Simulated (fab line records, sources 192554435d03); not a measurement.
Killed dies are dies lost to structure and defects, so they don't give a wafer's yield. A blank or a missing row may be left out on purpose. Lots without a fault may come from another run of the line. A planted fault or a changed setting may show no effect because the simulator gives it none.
fab line records | flow n5_finfet
record lots=9 wafers=27 last_day=20
route steps=1938 shown WELL_APT@50 PMOS_HMC_CHANNEL_EPI@67 BEOL_M4@1111 PASSIVATION@1936
lots that met no fault: from a run of the same line without faults
start_h: hours from the record's first day to the start of the lot's first wafer shown | wait_h: hours since the lot's step before | " the same as in the row above | L1.1+2: a row that stands for several wafers | - no value, or no start given | * or withheld: withheld | < > ~ a bound
route shown NAME@n: a module of which the file shows steps, and the number in the route of the first | usual: mean/standard deviation of fault-free wafers | same: alike in all rows | chamber/n: place in a boat | sites: the reading at each site | _std_site: their standard deviation | _edge_site: outer sites' mean less inner sites' | radius_mm: how far each site lies from the wafer's centre | mask NAME#n: copy n | behind: the tool/chamber that last shaped the wafer | hold: why the lot was held/for how many hours/how that ended | device: the transistor (n, p or np) that didn't switch | end of line: the same wafers' tests at the end of the route | a step without rows: its recipe alone | killed: dies lost to structure and defects at the first sort, not the wafer's yield | map: a wafer's dies, x killed, . not, _ none there
set.NAME: the setting as run; set.NAME@STEP: as run at that earlier step | model.NAME: the simulator's own value behind a step, which no gauge read
steps of the route over a sample of lots; a table a step, a row a wafer
services: from which hour (start_h, from the record's first day; less than 0 if before it) a tool's chamber was out of use, for how many hours, and why
## steps
# step N5_WELL_APT_RTA_34
# recipe temp_c=1000 time_s=10 ambient=N2 idle_temp_c=600 ramp_up_c_per_s=150 ramp_down_c_per_s=60 cool_to_c=600
# usual lamp_power_pct=13.00/0.054 lamp_zone_2_pct=12.992/0.027 wafer_temp_C_max=1003.3/1
# columns lot.wafer tool chamber start_h wait_h lamp_power_pct lamp_zone_2_pct wafer_temp_C_max
L646.1 rtp_anneal-02 0 33.83 0.0 12.90 13.036 1003.8
L646.3 " 0 " " 13.08 12.981 1002.8
L646.5 " 0 " " 13.00 12.963 1004.7
L648.1 rtp_anneal-01 0 46.81 0.0 13.07 13.013 1002.6
L648.2 " 0 " " 12.99 12.976 1002.6
L648.6 " 0 " " 13.02 12.991 1001.3
L653.1 rtp_anneal-01 0 75.81 0.0 12.99 13.016 1004.8
L653.3 " 0 " " 12.98 12.991 1002.4
L653.6 " 0 " " 12.98 13.064 1003.3
L654.1 rtp_anneal-02 0 81.73 0.1 13.02 13.028 1002.3
L654.2 " 0 " " 13.03 13.011 1003.2
L654.6 " 0 " " 13.05 12.983 999.4
L657.1 rtp_anneal-01 0 100.09 0.0 12.95 12.996 1003.2
L657.2 " 0 " " 12.94 13.002 1005.6
L657.5 " 0 " " 12.97 12.986 1002.6
L661.2 rtp_anneal-02 0 124.30 0.2 13.01 13.002 1003.7
L661.5 " 0 " " 12.85 12.984 1003.6
L661.6 " 0 " " 12.90 13.020 1002.4
L663.1 rtp_anneal-01 0 135.97 0.0 13.02 13.025 1004.3
L663.5 " 0 " " 13.01 12.988 1005.2
L663.6 " 0 " " 12.96 12.955 1004.6
L664.2 rtp_anneal-01 0 142.34 0.5 12.95 12.978 1002.8
L664.3 " 0 " " 13.05 12.981 1004.3
L664.5 " 0 " " 13.04 13.018 1002.8
L666.1 rtp_anneal-02 0 153.91 0.0 12.98 12.980 1001.1
L666.2 " 0 " " 13.04 13.035 1003.0
L666.3 " 0 " " 12.96 12.988 1003.2
# step N5_PMOS_HMC_CHANNEL_EPI_INSPECT_11
# recipe mode=adi inspect_instrument=macro
# usual raw_defect_count=2.0/1.4
# columns lot.wafer tool chamber start_h wait_h raw_defect_count
L646.1 defect_inspect-01 - 35.07 0.0 3
L646.3 " - " " 2
L646.5 " - " " 1
L648.1 defect_inspect-01 - 48.07 0.0 0
L648.2 " - " " 5
L648.6 " - " " 0
L653.1 defect_inspect-01 - 77.18 0.0 2
L653.3 " - " " 2
L653.6 " - " " 0
L654.1 defect_inspect-02 - 83.10 0.0 3
L654.2 " - " " 2
L654.6 " - " " 6
L657.1 defect_inspect-02 - 101.46 0.0 2
L657.2 " - " " 4
L657.5 " - " " 3
L661.2 defect_inspect-01 - 125.87 0.0 2
L661.5 " - " " 4
L661.6 " - " " 0
L663.1 defect_inspect-02 - 137.35 0.0 3
L663.5 " - " " 0
L663.6 " - " " 2
L664.2 defect_inspect-02 - 143.57 0.0 3
L664.3 " - " " 6
L664.5 " - " " 0
L666.1 defect_inspect-02 - 155.29 0.0 1
L666.2 " - " " 0
L666.3 " - " " 2
# step N5_PMOS_HMC_CHANNEL_EPI_HM_OPEN_15
# recipe chemistry=CHF3/O2 target=SiO2 mask_material=CAR-ArF-block target_depth_a=406 CHF3_flow_sccm=50 O2_flow_sccm=5 Ar_flow_sccm=200 time_s=20.3 pressure_mtorr=30 source_w=650 bias_w=170 ion_energy_ev=200
# usual drypump_motor_current_A=5.7/0.53 oes_product_au=0.80/0.081 rf_vpp_V=524/10 showerhead_plenum_p_Torr=2.43/0.062 throttle_valve_pct=18.84/0.15
# columns lot.wafer tool chamber start_h wait_h drypump_motor_current_A oes_product_au rf_hours_counter_h rf_vpp_V showerhead_plenum_p_Torr throttle_valve_pct
L646.1 rie_diel-05 2 35.19 0.0 4.9 0.99 2 519 2.48 18.73
L646.3 " 0 " " 5.6 0.72 164 512 2.40 18.95
L646.5 " 3 " " 6.1 0.81 - 532 2.42 18.71
L648.1 rie_diel-05 2 48.18 0.0 4.9 0.97 6 518 2.48 18.74
L648.2 " 3 " " 6.1 0.82 105 533 2.42 18.71
L648.6 " 0 " " 5.6 0.73 - 512 2.40 18.95
L653.1 rie_diel-05 2 77.29 0.0 4.9 0.93 16 519 2.48 18.75
L653.3 " 0 " " 5.6 0.73 174 513 2.40 18.97
L653.6 " 1 " " 6.5 0.68 - 534 2.38 18.99
L654.1 rie_diel-05 2 83.21 0.0 4.8 0.93 18 518 2.48 18.77
L654.2 " 3 " " 6.1 0.81 118 533 2.42 18.73
L654.6 " 2 " " 4.9 0.94 - 518 2.48 18.76
L657.1 rie_diel-06 3 101.57 0.0 5.7 0.76 131 537 2.53 18.87
L657.2 " 0 " " 5.9 0.78 137 529 2.50 18.60
L657.5 " 2 " " 6.0 0.81 - 512 2.45 19.11
L661.2 rie_diel-06 3 125.98 0.0 5.7 0.75 139 537 2.52 18.90
L661.5 " 2 " " 6.0 0.79 - 514 2.45 19.12
L661.6 " 3 " " 5.7 0.75 - 537 2.52 18.89
L663.1 rie_diel-05 2 137.67 0.0 4.8 0.89 34 516 2.47 18.80
L663.5 " 3 " " 6.1 0.79 - 533 2.41 18.77
L663.6 " 2 " " 4.8 0.88 - 517 2.47 18.79
L664.2 rie_diel-06 2 143.69 0.0 6.0 0.79 100 513 2.44 19.12
L664.3 " 3 " " 5.7 0.74 145 537 2.52 18.91
L664.5 " 3 " " 5.7 0.75 - 535 2.52 18.90
L666.1 rie_diel-05 2 155.40 0.0 4.8 0.89 40 518 2.47 18.80
L666.2 " 0 " " 5.6 0.71 196 512 2.39 18.99
L666.3 " 3 " " 6.1 0.78 139 533 2.41 18.77
# step N5_PMOS_HMC_CHANNEL_EPI_FIN_RECESS_16
# recipe chemistry=HBr/Cl2 target=Si mask_material=SiO2 target_depth_a=540 time_s=18 pressure_mtorr=10 icp_w=800 bias_w=75 HBr_flow_sccm=150 Cl2_flow_sccm=80
# usual HBr_flow_sccm=150.0/0.45 drypump_motor_current_A=5.7/0.48 oes_product_au=0.992/0.022 throttle_valve_pct=35.4/0.31
# columns lot.wafer tool chamber start_h wait_h HBr_flow_sccm drypump_motor_current_A oes_product_au rf_hours_counter_h throttle_valve_pct
L646.1 rie_si-06 2 35.59 0.0 149.9 4.9 1.008 46 35.3
L646.3 " 3 " " 150.1 5.1 0.962 179 35.8
L646.5 " 1 " " 149.9 6.0 0.959 - 35.7
L648.1 rie_si-06 2 48.56 0.0 150.1 4.9 1.005 46 35.3
L648.2 " 3 " " 150.7 5.1 0.964 179 35.8
L648.6 " 3 " " 149.7 5.0 0.969 - 35.7
L653.1 rie_si-04 1 77.67 0.0 150.3 6.0 1.015 3 35.3
L653.3 " 3 " " 150.9 6.4 1.007 175 34.8
L653.6 " 3 " " 150.1 6.4 1.009 - 34.8
L654.1 rie_si-04 1 83.61 0.0 150.1 6.0 1.022 3 35.3
L654.2 " 0 " " 149.6 6.1 1.003 156 35.7
L654.6 " 1 " " 150.0 6.0 1.020 - 35.3
L657.1 rie_si-06 2 101.95 0.0 150.4 4.9 1.016 47 35.3
L657.2 " 1 " " 149.5 6.0 0.977 153 35.7
L657.5 " 0 " " 149.0 5.6 1.002 - 35.6
L661.2 rie_si-06 1 126.36 0.0 149.4 6.0 0.960 153 35.7
L661.5 " 3 " " 149.5 5.1 0.965 - 35.8
L661.6 " 0 " " 150.9 5.6 1.002 - 35.6
L663.1 rie_si-01 0 138.10 0.0 149.8 5.8 0.964 33 35.4
L663.5 " 1 " " 151.2 5.4 0.991 - 35.3
L663.6 " 2 " " 150.8 5.7 0.998 - 35.0
L664.2 rie_si-06 3 144.06 0.0 150.5 5.1 0.961 181 35.8
L664.3 " 2 " " 149.3 4.9 1.005 48 35.3
L664.5 " 1 " " 149.9 6.0 0.973 - 35.7
L666.1 rie_si-04 2 155.78 0.0 150.0 5.4 0.971 167 34.9
L666.2 " 1 " " 149.4 6.0 1.015 4 35.3
L666.3 " 0 " " 150.0 6.1 1.025 158 35.6
# step N5_PMOS_HMC_CHANNEL_EPI_THK_MEAS_22
# recipe reads=SiGe30_of_PMOS_HMC_CHANNEL_EPI_EPI_20
# usual HMC_CMP_THK=53.6/0.88
# columns lot.wafer tool chamber start_h wait_h HMC_CMP_THK[nm]
L646.1 film_metro-02 - 37.39 - 53.7
L646.3 " - " " 52.5
L646.5 " - " " 53.2
L648.1 film_metro-01 - 50.36 - 53.5
L648.2 " - " " 52.4
L648.6 " - " " 52.5
L653.1 film_metro-01 - 79.88 - 54.5
L653.3 " - " " 59.2
L653.6 " - " " 59.5
L654.1 film_metro-02 - 85.41 - 54.3
L654.2 " - " " 52.8
L654.6 " - " " 59.2
L657.1 film_metro-02 - 103.75 - 54.5
L657.2 " - " " 53.9
L657.5 " - " " 54.8
L661.2 film_metro-01 - 128.16 - 52.7
L661.5 " - " " 51.6
L661.6 " - " " 55.0
L663.1 film_metro-02 - 139.90 - 53.8
L663.5 " - " " 54.0
L663.6 " - " " 54.5
L664.2 film_metro-02 - 145.87 - 52.0
L664.3 " - " " 53.3
L664.5 " - " " 53.3
L666.1 film_metro-02 - 157.58 - 53.9
L666.2 " - " " 55.1
L666.3 " - " " 54.2
# step N5_BEOL_M4_RC_MEAS_101
# usual CJ_P=5.85/0.19 DIBL_N=36.7/1.8 DIBL_P=37.0/2.4 IOFF_N=0.17/0.036 IOFF_P=0.22/0.042 ION_N=673/12 ION_P=462/8.5 SS_N=71.7/0.62 SS_P=73.4/0.65 VT_N=250/3.7 VT_P=-250/3.7
# columns lot.wafer tool chamber start_h wait_h CJ_P DIBL_N[mV/V] DIBL_P[mV/V] IOFF_N[nA/um] IOFF_P[nA/um] ION_N[uA/um] ION_P[uA/um] SS_N[mV/dec] SS_P[mV/dec] VT_N[mV] VT_P[mV]
L648.1 prober-01 0 204.56 0.0 5.72 37.7 38.4 0.17 0.21 670 455 72.2 73.5 251 -253
L648.2 " 0 " " 5.95 34.6 34.7 0.13 0.16 671 456 71.1 72.0 252 -255
L648.6 " 0 " " 5.94 35.9 35.1 0.14 0.17 655 447 71.1 73.6 252 -254
L646.1 prober-02 0 211.89 0.0 5.77 38.2 38.0 0.18 0.24 671 462 72.3 73.9 249 -246
L646.3 " 0 " " 6.22 35.4 34.7 0.13 0.20 674 470 71.2 72.7 253 -248
L646.5 " 0 " " 5.95 36.1 35.7 0.15 0.21 661 462 71.0 72.8 250 -251
L654.1 prober-02 0 237.03 0.0 5.63 37.4 38.1 0.18 0.23 675 459 71.5 74.1 248 -251
L654.2 " 0 " " 6.12 36.3 37.3 0.16 0.23 687 471 71.8 73.4 249 -250
L654.6 " 0 " " 4.06 37.2 40.0 0.16 0.34 689 453 71.9 75.5 248 -249
L653.1 prober-01 0 239.43 0.0 5.57 36.1 37.0 0.14 0.20 658 454 70.6 73.7 254 -250
L653.3 " 0 " " 4.27 34.9 36.4 0.12 0.21 649 452 71.2 73.8 256 -250
L653.6 " 0 " " 4.13 35.9 36.4 0.13 0.20 659 456 71.2 73.6 251 -253
L657.1 prober-01 0 280.22 0.0 5.81 36.7 38.6 0.16 0.23 667 458 71.5 74.3 250 -251
L657.2 " 0 " " 5.78 35.1 35.9 0.14 0.18 662 453 72.0 74.2 252 -257
L657.5 " 0 " " 5.66 37.1 38.7 0.19 0.23 691 466 71.7 74.5 245 -253
L661.2 prober-02 0 287.12 0.2 5.89 38.5 35.5 0.19 0.22 677 463 73.4 73.6 249 -246
L661.5 " 0 " " 6.02 36.2 32.7 0.14 0.17 662 453 71.1 72.6 253 -251
L661.6 " 0 " " 5.68 35.7 33.9 0.16 0.20 686 471 71.4 72.8 250 -249
L663.1 prober-01 0 300.55 0.0 5.75 35.7 34.9 0.15 0.19 678 461 71.4 73.1 251 -249
L663.5 " 0 " " 5.74 36.7 36.2 0.17 0.22 686 464 71.0 73.8 250 -249
L663.6 " 0 " " 5.50 32.1 30.0 0.10 0.14 662 456 70.7 72.4 256 -255
L664.2 prober-02 0 302.50 0.2 6.24 38.1 36.4 0.17 0.25 687 471 71.4 73.9 247 -248
L664.3 " 0 " " 6.07 39.6 38.4 0.20 0.29 671 462 72.5 73.2 250 -247
L664.5 " 0 " " 5.88 37.0 35.7 0.15 0.23 683 470 70.7 73.3 249 -248
L666.1 prober-01 0 355.73 0.0 5.68 36.6 36.4 0.15 0.19 669 454 71.8 72.8 251 -252
L666.2 " 0 " " 5.57 36.8 35.9 0.16 0.20 682 464 71.9 73.6 248 -253
L666.3 " 0 " " 5.74 35.9 35.0 0.14 0.18 670 455 71.6 73.4 251 -254
# step N5_PASSIVATION_PROBE_49
# usual defect_limited_yield=91.1/1.4 killed_at_M0_to_M3=32/9.3 killed_at_M4_up=13/5.8 killed_at_contacts=12/6.3 killed_at_front_end=44/12 killed_at_other=3.6/2.7 killed_dies=104/17 killed_open=69/13 killed_short=34/6.9 sort_bin_5_function=5.2/0.98 sort_bin_6_memory=3.3/0.59 sort_n_pass=1075/17 sort_yield_pct=91.1/1.4
# same gross_dies=1180 killed_at_back_side=0 sort_bin_4_leakage[%]=0 sort_bin_8_speed[%]=0
# columns lot.wafer tool chamber start_h wait_h defect_limited_yield[%] killed_at_M0_to_M3 killed_at_M4_up killed_at_contacts killed_at_front_end killed_at_other killed_dies killed_open killed_short sort_bin_5_function[%] sort_bin_6_memory[%] sort_n_pass sort_yield_pct[%]
L648.1 prober-01 - 307.96 0.0 90.3 25 12 15 57 6 115 78 36 5.8 3.6 1065 90.3
L648.2 prober-01 - 308.01 0.1 92.8 18 8 6 52 1 85 62 22 4.2 2.9 1095 92.8
L648.6 prober-01 - 308.21 0.3 88.6 30 11 13 76 4 134 88 46 7.5 3.5 1046 88.6
L646.1 prober-02 - 318.92 0.0 92.1 32 14 4 38 5 93 56 35 4.2 3.1 1087 92.1
L646.3 prober-02 - 319.02 0.1 92.6 36 13 9 24 5 87 65 22 5.0 2.2 1093 92.6
L646.5 prober-02 - 319.12 0.2 92.8 27 9 7 40 2 85 50 34 4.4 2.5 1095 92.8
L653.1 prober-01 - 345.08 0.0 90.1 48 18 18 32 1 117 84 32 6.0 3.7 1063 90.1
L653.3 prober-01 - 345.18 0.1 88.5 38 24 21 52 1 136 98 38 7.1 4.2 1044 88.5
L653.6 prober-01 - 345.33 0.3 89.2 44 15 26 43 0 128 78 50 6.1 4.1 1052 89.2
L654.1 prober-02 - 351.28 0.0 91.5 24 21 13 42 0 100 63 37 5.3 3.0 1080 91.5
L654.2 prober-02 - 351.33 0.1 91.1 39 9 15 42 0 105 64 41 4.9 3.6 1075 91.1
L654.6 prober-02 - 351.53 0.3 92.4 41 4 4 37 4 90 56 34 4.6 2.9 1090 92.4
L657.1 prober-01 - 387.06 0.0 90.9 26 27 14 34 6 107 71 36 5.1 3.8 1073 90.9
L657.2 prober-01 - 387.11 0.1 91.2 23 19 16 46 0 104 61 43 5.3 3.0 1076 91.2
L657.5 prober-01 - 387.26 0.2 89.3 51 19 5 46 5 126 70 56 5.6 4.6 1054 89.3
L661.2 prober-01 - 392.20 0.1 92.1 33 11 14 30 5 93 63 30 4.4 3.2 1087 92.1
L661.5 prober-01 - 392.35 0.2 91.7 26 15 19 32 6 98 69 29 5.3 3.0 1082 91.7
L661.6 prober-01 - 392.40 0.3 88.7 43 17 14 57 2 133 94 39 6.7 4.3 1047 88.7
L664.2 prober-02 - 408.59 0.1 89.7 42 8 7 62 3 122 84 35 6.7 3.2 1058 89.7
L664.3 prober-02 - 408.64 0.1 88.6 75 9 13 33 4 134 89 41 6.9 3.9 1046 88.6
L664.5 prober-02 - 408.74 0.2 88.7 51 7 10 62 3 133 88 44 6.7 4.1 1047 88.7
L663.1 prober-01 - 418.77 0.0 92.4 31 13 11 32 3 90 54 32 4.3 2.7 1090 92.4
L663.5 prober-01 - 418.97 0.2 93.0 29 11 8 32 3 83 55 24 4.2 2.5 1097 93.0
L663.6 prober-01 - 419.02 0.3 93.8 18 7 12 33 3 73 51 21 3.6 2.4 1107 93.8
L666.1 prober-01 - 470.30 0.0 90.3 46 18 9 42 0 115 70 38 5.2 3.6 1065 90.3
L666.2 prober-01 - 470.35 0.1 91.4 32 7 13 47 2 101 63 35 5.3 3.1 1079 91.4
L666.3 prober-01 - 470.40 0.1 92.6 43 6 10 26 2 87 55 31 3.8 3.1 1093 92.6
# killed by level:class
L648.1 STI_FIN_REVEAL:geometric_particle:open=32 MOL_CONTACT_COAG:geometric_particle:open=11 STI_FIN_REVEAL:geometric_particle:short=9 BEOL_M0_SAQP:geometric_particle:open=7 BEOL_M2:geometric_particle:open=7 BEOL_M0_SAQP:geometric_particle:short=6 GATE_CUT:geometric_particle:short=4 MOL_CONTACT_COAG:geometric_particle:short=4
L648.2 STI_FIN_REVEAL:geometric_particle:open=17 GATE_CUT:geometric_particle:short=7 GATE_CUT:geometric_particle:open=7 MOL_CONTACT_COAG:geometric_particle:open=6 BEOL_M0:geometric_particle:open=5 BEOL_M2:geometric_particle:open=5 FIN_SAQP:geometric_particle:short=4 DUMMY_GATE:geometric_particle:open=4
L648.6 STI_FIN_REVEAL:geometric_particle:open=27 GATE_CUT:geometric_particle:short=12 BEOL_M2:geometric_particle:open=10 MOL_CONTACT_COAG:geometric_particle:open=8 GATE_CUT:geometric_particle:open=7 BEOL_M0_SAQP:geometric_particle:short=6 FIN_SAQP:geometric_particle:short=5 FIN_SAQP:geometric_particle:open=5
L646.1 FIN_SAQP:geometric_particle:short=10 FIN_SAQP:geometric_particle:open=9 BEOL_M3:geometric_particle:open=9 BEOL_M0_SAQP:geometric_particle:short=8 STI_FIN_REVEAL:geometric_particle:open=6 BEOL_M0_SAQP:geometric_particle:open=4 BEOL_M1:geometric_particle:open=4 BEOL_M5:geometric_particle:open=4
L646.3 BEOL_M0_SAQP:geometric_particle:short=9 BEOL_M3:geometric_particle:open=8 BEOL_M2:geometric_particle:open=7 MOL_CONTACT_COAG:geometric_particle:open=6 BEOL_M1:geometric_particle:open=6 BEOL_M6:geometric_particle:open=5 ILD0:geometric_particle:open=5 BEOL_M0_SAQP:geometric_particle:open=5
L646.5 BEOL_M2:geometric_particle:open=9 FIN_SAQP:geometric_particle:short=8 STI_FIN_REVEAL:geometric_particle:open=8 MOL_CONTACT_COAG:geometric_particle:open=6 GATE_CUT:geometric_particle:short=5 BEOL_M3:geometric_particle:open=5 DUMMY_GATE:geometric_particle:open=4 BEOL_M1:geometric_particle:open=4
L653.1 BEOL_M2:geometric_particle:open=23 MOL_CONTACT_COAG:geometric_particle:open=15 BEOL_M4:geometric_particle:open=12 BEOL_M0_SAQP:geometric_particle:open=10 BEOL_M0_SAQP:geometric_particle:short=10 FIN_SAQP:geometric_particle:open=7 FIN_SAQP:geometric_particle:short=6 STI_FIN_REVEAL:geometric_particle:open=5
L653.3 BEOL_M2:geometric_particle:open=21 MOL_CONTACT_COAG:geometric_particle:open=17 STI_FIN_REVEAL:geometric_particle:open=12 BEOL_M4:geometric_particle:open=9 FIN_SAQP:geometric_particle:open=7 DUMMY_GATE:geometric_particle:open=6 BEOL_M0_SAQP:geometric_particle:short=6 FIN_SAQP:geometric_particle:short=5
L653.6 BEOL_M2:geometric_particle:open=20 MOL_CONTACT_COAG:geometric_particle:open=17 BEOL_M1:geometric_particle:short=10 MOL_CONTACT_COAG:geometric_particle:short=9 FIN_SAQP:geometric_particle:short=8 STI_FIN_REVEAL:geometric_particle:open=7 BEOL_M4:geometric_particle:open=7 DUMMY_GATE:geometric_particle:open=6
L654.1 DUMMY_GATE:geometric_particle:open=11 MOL_CONTACT_COAG:geometric_particle:open=10 GATE_CUT:geometric_particle:short=7 BEOL_M3:geometric_particle:open=6 BEOL_M4:geometric_particle:open=6 FIN_SAQP:geometric_particle:short=5 BEOL_M0_SAQP:geometric_particle:open=5 FIN_SAQP:geometric_particle:open=4
L654.2 FIN_SAQP:geometric_particle:short=19 MOL_CONTACT_COAG:geometric_particle:open=14 BEOL_M0_SAQP:geometric_particle:open=13 BEOL_M0_SAQP:geometric_particle:short=10 FIN_SAQP:geometric_particle:open=8 BEOL_M3:geometric_particle:open=6 BEOL_M1:geometric_particle:open=5 DUMMY_GATE:geometric_particle:open=4
L654.6 BEOL_M3:geometric_particle:open=11 BEOL_M2:geometric_particle:open=10 SPACER0:geometric_particle:short=7 BEOL_M0_SAQP:geometric_particle:open=7 BEOL_M0_SAQP:geometric_particle:short=6 FIN_SAQP:geometric_particle:short=5 FIN_SAQP:geometric_particle:open=4 DUMMY_GATE:geometric_particle:open=4
L657.1 BEOL_M4:geometric_particle:open=12 GATE_CUT:geometric_particle:short=10 MOL_CONTACT_COAG:geometric_particle:open=10 BEOL_M1:geometric_particle:open=8 BEOL_M0_SAQP:geometric_particle:short=5 STARTING-WAFER:geometric_particle:open=5 FIN_SAQP:geometric_particle:open=4 MOL_CONTACT_COAG:geometric_particle:short=4
L657.2 FIN_SAQP:geometric_particle:short=13 MOL_CONTACT_COAG:geometric_particle:open=12 FIN_SAQP:geometric_particle:open=8 BEOL_M0_SAQP:geometric_particle:short=7 DUMMY_GATE:geometric_particle:open=6 BEOL_M4:geometric_particle:open=6 BEOL_M1:geometric_particle:open=5 GATE_CUT:geometric_particle:short=4
L657.5 BEOL_M0_SAQP:geometric_particle:short=14 BEOL_M0_SAQP:geometric_particle:open=13 BEOL_M1:geometric_particle:open=8 BEOL_M4:geometric_particle:short=7 FIN_SAQP:geometric_particle:open=6 STI_FIN_REVEAL:geometric_particle:open=6 BEOL_M0:geometric_particle:open=5 FIN_SAQP:geometric_particle:short=4
L661.2 BEOL_M3:geometric_particle:open=12 MOL_CONTACT_COAG:geometric_particle:open=11 FIN_SAQP:geometric_particle:open=7 FIN_SAQP:geometric_particle:short=6 BEOL_M0_SAQP:geometric_particle:short=6 DUMMY_GATE:geometric_particle:open=5 BEOL_M0_SAQP:geometric_particle:open=4 BEOL_M2:geometric_particle:open=4
L661.5 MOL_CONTACT_COAG:geometric_particle:open=13 BEOL_M3:geometric_particle:open=8 FIN_SAQP:geometric_particle:short=6 BEOL_M4:geometric_particle:open=6 MOL_CONTACT_COAG:geometric_particle:short=6 BEOL_M2:geometric_particle:open=6 STI_FIN_REVEAL:geometric_particle:open=5 FIN_SAQP:geometric_particle:open=4
L661.6 FIN_SAQP:geometric_particle:open=13 BEOL_M0_SAQP:geometric_particle:short=11 MOL_CONTACT_COAG:geometric_particle:open=10 BEOL_M4:geometric_particle:open=10 STI_FIN_REVEAL:geometric_particle:open=9 BEOL_M0_SAQP:geometric_particle:open=9 DUMMY_GATE:geometric_particle:open=7 BEOL_M3:geometric_particle:open=7
L664.2 STI_FIN_REVEAL:geometric_particle:open=20 BEOL_M2:geometric_particle:open=13 FIN_SAQP:geometric_particle:open=12 BEOL_M0_SAQP:geometric_particle:short=9 STI_FIN_REVEAL:geometric_particle:short=6 BEOL_M0_SAQP:geometric_particle:open=6 FIN_SAQP:geometric_particle:short=5 MOL_CONTACT_COAG:geometric_particle:open=5
L664.3 BEOL_M0_SAQP:geometric_particle:open=23 BEOL_M0_SAQP:geometric_particle:short=14 BEOL_M1:geometric_particle:open=10 BEOL_M2:geometric_particle:open=10 MOL_CONTACT_COAG:geometric_particle:open=9 FIN_SAQP:geometric_particle:open=6 STI_FIN_REVEAL:geometric_particle:open=6 BEOL_M0:geometric_particle:open=6
L664.5 STI_FIN_REVEAL:geometric_particle:open=20 BEOL_M2:geometric_particle:open=17 FIN_SAQP:geometric_particle:open=10 BEOL_M0_SAQP:geometric_particle:short=10 FIN_SAQP:geometric_particle:short=9 MOL_CONTACT_COAG:geometric_particle:open=8 DUMMY_GATE:geometric_particle:open=6 BEOL_M0_SAQP:geometric_particle:open=6
L663.1 FIN_SAQP:geometric_particle:open=12 BEOL_M2:geometric_particle:open=10 MOL_CONTACT_COAG:geometric_particle:open=7 BEOL_M0_SAQP:geometric_particle:open=7 BEOL_M0_SAQP:geometric_particle:short=7 FIN_SAQP:geometric_particle:short=4 STI_FIN_REVEAL:geometric_particle:short=4 STI_FIN_REVEAL:geometric_particle:open=3
L663.5 BEOL_M2:geometric_particle:open=12 STI_FIN_REVEAL:geometric_particle:open=10 BEOL_M0_SAQP:geometric_particle:short=8 MOL_CONTACT_COAG:geometric_particle:open=5 BEOL_M0_SAQP:geometric_particle:open=4 BEOL_M1:geometric_particle:open=4 FIN_SAQP:geometric_particle:open=3 FIN_SAQP:geometric_particle:short=3
L663.6 FIN_SAQP:geometric_particle:open=11 MOL_CONTACT_COAG:geometric_particle:open=11 FIN_SAQP:geometric_particle:short=5 BEOL_M0:geometric_particle:open=4 BEOL_M4:geometric_particle:open=4 ILD0:geometric_particle:short=3 BEOL_M2:geometric_particle:open=3 BEOL_M3:geometric_particle:open=3
L666.1 FIN_SAQP:geometric_particle:short=10 MOL_CONTACT_COAG:geometric_particle:open=8 BEOL_M0_SAQP:geometric_particle:short=8 BEOL_M0_SAQP:geometric_particle:open=8 BEOL_M3:geometric_particle:open=7 BEOL_M1:geometric_particle:open=7 BEOL_M2:geometric_particle:open=7 DUMMY_GATE:geometric_particle:open=5
L666.2 STI_FIN_REVEAL:geometric_particle:open=12 MOL_CONTACT_COAG:geometric_particle:open=10 FIN_SAQP:geometric_particle:open=7 BEOL_M0_SAQP:geometric_particle:short=7 BEOL_M2:geometric_particle:open=7 FIN_SAQP:geometric_particle:short=6 STI_FIN_REVEAL:geometric_particle:short=6 BEOL_M1:geometric_particle:open=6
L666.3 MOL_CONTACT_COAG:geometric_particle:open=9 BEOL_M1:geometric_particle:open=8 BEOL_M2:geometric_particle:open=8 BEOL_M0_SAQP:geometric_particle:open=7 BEOL_M0_SAQP:geometric_particle:short=7 STARTING-WAFER:geometric_particle:short=5 STARTING-WAFER:geometric_particle:open=5 FIN_SAQP:geometric_particle:short=4
## services
# columns tool chamber start_h hours kind
rie_si-06 3 23.44 1.9 repair
rie_si-06 3 27.42 1.4 repair
rie_si-01 3 31.87 8.5 repair
rie_diel-06 2 32.85 16.9 repair
rie_si-06 0 34.36 - clean
rie_si-04 3 45.57 4.1 repair
rie_si-04 - 50.82 2.2 repair
rie_diel-05 0 51.68 3.7 repair
rie_si-04 - 54.79 0.3 repair
rie_si-01 - 67.96 0.6 repair
rie_diel-06 1 68.99 2.8 repair
rie_diel-06 1 75.09 4.7 repair
rie_si-06 1 81.23 2.9 repair
rie_diel-06 1 99.01 14.3 repair
rie_si-01 1 107.74 7.3 repair
rie_si-04 2 121.91 6.5 repair
rie_diel-05 1 134.88 12.3 repair
rtp_anneal-02 - 138.40 7.0 pm
rie_si-01 2 139.71 5.5 repair
rie_diel-06 1 142.70 5.8 repair
rie_diel-05 1 150.32 - clean
rie_diel-05 1 150.32 - consumable_replace:focus_ring
rie_diel-05 1 150.32 18.0 scheduled_down
rie_diel-05 1 150.32 18.0 vent_cycle
## key
first_sign step=N5_PMOS_HMC_CHANNEL_EPI_THK_MEAS_22 reading=HMC_CMP_THK direction=up sigmas=6.5 usual=53.6 struck=59.3
effect step=N5_BEOL_M4_RC_MEAS_101 reading=CJ_P direction=down sigmas=9 usual=5.85 struck=4.15
met_at N5_PMOS_HMC_CHANNEL_EPI_FIN_RECESS_16
struck_lots L653,L654
struck_wafers L653.3,L653.6,L654.6
not_acting_at N5_WELL_APT_RTA_34,N5_PMOS_HMC_CHANNEL_EPI_INSPECT_11,N5_PMOS_HMC_CHANNEL_EPI_HM_OPEN_15
fault kind=process_parameter_drift tool=rie_si-04 chamber=- onset_h=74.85 steps=N5_PMOS_HMC_CHANNEL_EPI_FIN_RECESS_16 channel=time_s offset=* shape=step end_h=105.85 scope=struck_wafers_only acts_in=* stated=*
